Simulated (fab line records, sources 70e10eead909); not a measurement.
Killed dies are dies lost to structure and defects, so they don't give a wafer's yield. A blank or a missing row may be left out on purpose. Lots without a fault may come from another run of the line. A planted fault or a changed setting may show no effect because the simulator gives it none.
Chamber matching | flow nand_harc | NHARC_A_STAIRCASE_ALD_420 on ald_hk-01: 4 sister chambers
The step deposits SiO2, target thk 20 nm, pulse time 6 s, ald cycles 200. 8 wafers are shown with their chamber, then 7 later ones without.

WAFERS WITH THEIR CHAMBER
wafer  | chamber | heater_power_w (W) | precursor_pulse_height_rel
L075.4 | 2       | 491                | 0.999
L084.2 | 0       | 489                | 1.012
L087.6 | 0       | 491                | 0.977
L088.2 | 3       | 435                | 1.014
L088.4 | 1       | 431                | 1.044
L088.5 | 1       | 418                | 0.978
L093.1 | 3       | 441                | 1.024
L093.2 | 2       | 514                | 1.003

WAFERS WITHOUT THEIR CHAMBER
wafer  | heater_power_w (W) | precursor_pulse_height_rel
L093.4 | 484                | 1.001
L095.3 | 485                | 0.977
L095.5 | 439                | 1.026
L095.6 | 514                | 1.023
L096.4 | 501                | 0.998
L096.5 | 529                | 1.015
L096.6 | 433                | 0.997

WHICH CHAMBER EACH WENT THROUGH
wafer  | from the rows above     | in truth
L093.4 | can't be placed: 0 or 2 | 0
L095.3 | can't be placed: 0 or 2 | 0
L095.5 | can't be placed: 3 or 1 | 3
L095.6 | can't be placed: 2 or 0 | 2
L096.4 | can't be placed: 2 or 0 | 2
L096.5 | can't be placed: 2 or 0 | 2
L096.6 | can't be placed: 3 or 1 | 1
Placed correctly: 0 of 7. Can't be placed from these rows: 7 (the true chamber is among the candidates in 7). Placed wrongly: 0.
How it was worked out, from the rows above alone: a wafer's distance from a chamber is the root of the sum, over the readings, of the square of ((its reading less the chamber's mean) divided by the reading's scatter). The wafer belongs to the nearest chamber; if the next one is less than 2 further off, it can't be placed. A chamber's mean is the mean of its shown wafers. The scatter: the root of (the sum of the squares of (reading less its chamber's mean) over the shown wafers, divided by (wafers less chambers)).
